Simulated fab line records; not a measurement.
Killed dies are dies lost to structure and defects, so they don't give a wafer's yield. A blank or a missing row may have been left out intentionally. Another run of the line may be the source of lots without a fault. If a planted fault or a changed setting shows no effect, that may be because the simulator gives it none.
Problem report in the 8D (eight disciplines) form, filled by code    flow n5Finfet    the parts of the form that need people (team, actions taken, sign-off) are left out

== 1. WHAT IS WRONG ==
Wafers without a fault read 0.57 a.u., standard deviation 0.045; oesProductAu at N5_MOL_CONTACT_COAG_ETCH_15 reads a mean of 0.30 a.u. on 4 wafers belonging to 2 lots. Relative to the usual mean, that is a shift of -5.9 standard deviations.
The step: etches SiNx in CH3F/O2, stops on Si:P, target depth 7 nm.
Earliest sighting: wafer L839.4 on rieDiel-04 at day 8 10:10. At this step, 10 wafers from 4 lots have a number in the record. Rule for "out", or "out of limits": more than 4 standard deviations from the usual mean. Any other wafer with a number is counted as sound.

== 2. WHAT IT IS, WHAT IT ISN'T ==
question                     is                      is not
which readings at this step  oesProductAu            drypumpMotorCurrentA, rfVppV, showerheadPlenumPTorr, throttleValvePct
which lots                   L839, L842              L828, L840
which wafers of those lots   all that have a number  -
read on which tools          rieDiel-04              rieDiel-02
when                         from day 8 10:10        up to then (3 sound wafers); but 3 sound wafers of L840 came after

== 3. SUSPECTS, AND WHAT RULES EACH OUT ==
Counting: a tool stays on the suspect list if, at a process step up to the reading, it processed all lots that are out and no sound lot following the first of them.
- rieDiel-04 at N5_MOL_CONTACT_COAG_CONTACT_ETCH_14 (etches SiO2 in C4F6/O2, target depth 27.5 nm, overetch 8.5 nm, time 20 s): kept. It processed each lot that is out, first L839 at day 8 10:07, and no sound lot thereafter; up to then, the last sound lot it processed was L828 at day 5 23:25.
- rieDiel-04 at N5_MOL_CONTACT_COAG_ETCH_15 (etches SiNx in CH3F/O2, stops on Si:P, target depth 7 nm): kept. It processed each lot that is out, first L839 at day 8 10:10, and no sound lot thereafter; up to then, the last sound lot it processed was L828 at day 5 23:26. Out on those wafers are its own readings of oesProductAu.
After counting, rieDiel-04 at N5_MOL_CONTACT_COAG_CONTACT_ETCH_14 and rieDiel-04 at N5_MOL_CONTACT_COAG_ETCH_15 remain.

== 4. THE CAUSE (what the simulator had put in) ==
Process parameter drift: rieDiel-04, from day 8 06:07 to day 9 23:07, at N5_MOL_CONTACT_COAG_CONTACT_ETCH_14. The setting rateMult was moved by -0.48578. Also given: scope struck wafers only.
2 suspects survive the count, and this tool is in that group.

== 5. THE CHAIN OF EFFECTS, in route order ==
Each row: a reading where the mean over the struck wafers with a number is more than 3 standard deviations away from the usual. Readings are gone through only where the record gives a usual standard deviation; hours: the median, over the lots, of the time from a lot's start at the first step in this table giving one to that lot's start at this step; sigmas: the change measured in usual standard deviations.
hours  step                         reading              usual      on struck wafers  change  sigmas
0      N5_MOL_CONTACT_COAG_ETCH_15  oesProductAu         0.57 a.u.  0.30              -0.27   -5.9
188    N5_PASSIVATION_PROBE_49      defectLimitedYield   91.3 %     0.0               -91.3   -65
188    N5_PASSIVATION_PROBE_49      killedAtContacts     13         1097              +1084   +99 or more
188    N5_PASSIVATION_PROBE_49      killedDies           103        1180              +1077   +63
188    N5_PASSIVATION_PROBE_49      killedOnRim          13         152               +139    +39
188    N5_PASSIVATION_PROBE_49      sort_bin_5_function  5.2 %      96.8              +91.6   +99 or more
188    N5_PASSIVATION_PROBE_49      sortNPass            1077       0                 -1077   -63
188    N5_PASSIVATION_PROBE_49      sortYieldPct         91.3 %     0.0               -91.3   -65
It contains these process steps:
- N5_MOL_CONTACT_COAG_ETCH_15: etches SiNx in CH3F/O2, stops on Si:P, target depth 7 nm.
- N5_PASSIVATION_PROBE_49
Readings that are blank on the struck wafers while sound wafers have them: cdNm at N5_MOL_CONTACT_COAG_CD_MEAS_99; cdNm at N5_MOL_CONTACT_COAG_CD_MEAS_40.

== 6. WHAT WOULD HAVE CAUGHT IT SOONER ==
4 hours passed between the start of the fault at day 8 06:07 and the first reading out of limits in this record, taken at day 8 10:10.
An alarm limit of 4 standard deviations would not have fired on the tool readings at N5_MOL_CONTACT_COAG_CONTACT_ETCH_14 for which the record gives a usual standard deviation, since none of them was out on any struck wafer.
Among the 2 lots that are out, L842 began N5_MOL_CONTACT_COAG_CONTACT_ETCH_14 on rieDiel-04 after day 8 10:10. Had the tool been put on hold then, it would have been spared.
